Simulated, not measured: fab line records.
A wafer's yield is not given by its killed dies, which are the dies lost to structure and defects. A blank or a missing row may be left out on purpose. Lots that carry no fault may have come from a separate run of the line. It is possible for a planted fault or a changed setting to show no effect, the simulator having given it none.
Matching of chambers :: flow n5-finfet :: N5_FIN_SAQP_ETCH_57 on rie-diel-02 has 4 sister chambers
The step etches SiNx in CH3F/O2, target depth 32.5 nm, time 46.4 s. 18 wafers are shown with their chamber, then 9 later ones without.

== WAFERS, EACH WITH ITS CHAMBER ==
wafer: L074.1
chamber: 2
showerhead-plenum-p-Torr (Torr): 2.09
throttle-valve-pct (%): 16.67
oes-product-au (a.u.): 0.68

wafer: L074.2
chamber: 3
showerhead-plenum-p-Torr (Torr): 1.92
throttle-valve-pct (%): 16.79
oes-product-au (a.u.): 0.65

wafer: L074.6
chamber: 0
showerhead-plenum-p-Torr (Torr): 1.91
throttle-valve-pct (%): 16.43
oes-product-au (a.u.): 0.63

wafer: L076.1
chamber: 3
showerhead-plenum-p-Torr (Torr): 1.92
throttle-valve-pct (%): 16.79
oes-product-au (a.u.): 0.63

wafer: L076.2
chamber: 0
showerhead-plenum-p-Torr (Torr): 1.91
throttle-valve-pct (%): 16.42
oes-product-au (a.u.): 0.63

wafer: L076.4
chamber: 1
showerhead-plenum-p-Torr (Torr): 1.93
throttle-valve-pct (%): 16.29
oes-product-au (a.u.): 0.65

wafer: L083.2
chamber: 1
showerhead-plenum-p-Torr (Torr): 1.93
throttle-valve-pct (%): 16.32
oes-product-au (a.u.): 0.64

wafer: L083.5
chamber: 2
showerhead-plenum-p-Torr (Torr): 2.08
throttle-valve-pct (%): 16.71
oes-product-au (a.u.): 0.67

wafer: L083.6
chamber: 3
showerhead-plenum-p-Torr (Torr): 1.92
throttle-valve-pct (%): 16.81
oes-product-au (a.u.): 0.62

wafer: L084.2
chamber: 3
showerhead-plenum-p-Torr (Torr): 1.92
throttle-valve-pct (%): 16.83
oes-product-au (a.u.): 0.63

wafer: L084.3
chamber: 0
showerhead-plenum-p-Torr (Torr): 1.90
throttle-valve-pct (%): 16.45
oes-product-au (a.u.): 0.63

wafer: L084.6
chamber: 0
showerhead-plenum-p-Torr (Torr): 1.90
throttle-valve-pct (%): 16.46
oes-product-au (a.u.): 0.63

wafer: L085.1
chamber: 1
showerhead-plenum-p-Torr (Torr): 1.92
throttle-valve-pct (%): 16.33
oes-product-au (a.u.): 0.64

wafer: L085.5
chamber: 0
showerhead-plenum-p-Torr (Torr): 1.90
throttle-valve-pct (%): 16.45
oes-product-au (a.u.): 0.62

wafer: L085.6
chamber: 3
showerhead-plenum-p-Torr (Torr): 1.91
throttle-valve-pct (%): 16.82
oes-product-au (a.u.): 0.62

wafer: L087.1
chamber: 3
showerhead-plenum-p-Torr (Torr): 1.91
throttle-valve-pct (%): 16.82
oes-product-au (a.u.): 0.62

wafer: L087.3
chamber: 0
showerhead-plenum-p-Torr (Torr): 1.90
throttle-valve-pct (%): 16.47
oes-product-au (a.u.): 0.62

wafer: L087.5
chamber: 3
showerhead-plenum-p-Torr (Torr): 1.91
throttle-valve-pct (%): 16.82
oes-product-au (a.u.): 0.62

SIGNATURES, as means of the wafers listed above
reading: showerhead-plenum-p-Torr
chamber 0: 1.9033
chamber 1: 1.9267
chamber 2: 2.0850
chamber 3: 1.9157
scatter within a chamber: 0.00549

reading: throttle-valve-pct
chamber 0: 16.4467
chamber 1: 16.3133
chamber 2: 16.6900
chamber 3: 16.8114
scatter within a chamber: 0.0187

reading: oes-product-au
chamber 0: 0.6267
chamber 1: 0.6433
chamber 2: 0.6750
chamber 3: 0.6271
scatter within a chamber: 0.00842
Rule: for each reading, subtract the chamber's mean from the wafer's reading, divide by that reading's scatter and square the result; add these up over the readings and take the root, which gives the wafer's distance from the chamber. If the next closest chamber is less than 2 further off than the closest, the wafer can't be placed; otherwise it belongs to the closest. The scatter is the square root of a quotient: the sum, over the shown wafers, of each reading's squared deviation from its chamber's mean, divided by wafers minus chambers.

== WAFERS WHOSE CHAMBER IS MISSING ==
wafer: L089.1
showerhead-plenum-p-Torr (Torr): 1.90
throttle-valve-pct (%): 16.48
oes-product-au (a.u.): 0.62

wafer: L089.2
showerhead-plenum-p-Torr (Torr): 1.91
throttle-valve-pct (%): 16.85
oes-product-au (a.u.): 0.63

wafer: L089.5
showerhead-plenum-p-Torr (Torr): 1.91
throttle-valve-pct (%): 16.82
oes-product-au (a.u.): 0.62

wafer: L092.2
showerhead-plenum-p-Torr (Torr): 1.92
throttle-valve-pct (%): 16.36
oes-product-au (a.u.): 0.63

wafer: L092.3
showerhead-plenum-p-Torr (Torr): 2.08
throttle-valve-pct (%): 16.73
oes-product-au (a.u.): 0.66

wafer: L092.5
showerhead-plenum-p-Torr (Torr): 1.91
throttle-valve-pct (%): 16.84
oes-product-au (a.u.): 0.62

wafer: L095.3
showerhead-plenum-p-Torr (Torr): 2.07
throttle-valve-pct (%): 16.75
oes-product-au (a.u.): 0.65

wafer: L095.4
showerhead-plenum-p-Torr (Torr): 1.92
throttle-valve-pct (%): 16.37
oes-product-au (a.u.): 0.62

wafer: L095.5
showerhead-plenum-p-Torr (Torr): 1.91
throttle-valve-pct (%): 16.86
oes-product-au (a.u.): 0.62

== CHAMBER TAKEN BY EACH ==
wafer: L089.1
from the rows above: 0
in truth: 0

wafer: L089.2
from the rows above: 3
in truth: 3

wafer: L089.5
from the rows above: 3
in truth: 3

wafer: L092.2
from the rows above: 1
in truth: 1

wafer: L092.3
from the rows above: 2
in truth: 2

wafer: L092.5
from the rows above: 3
in truth: 3

wafer: L095.3
from the rows above: 2
in truth: 2

wafer: L095.4
from the rows above: can't be placed: 1 or 0
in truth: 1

wafer: L095.5
from the rows above: 3
in truth: 3
Correct placement for 8 of the 9. Can't be placed from these rows: 1 (the true chamber is among the candidates in 1). Number placed wrongly: 0.
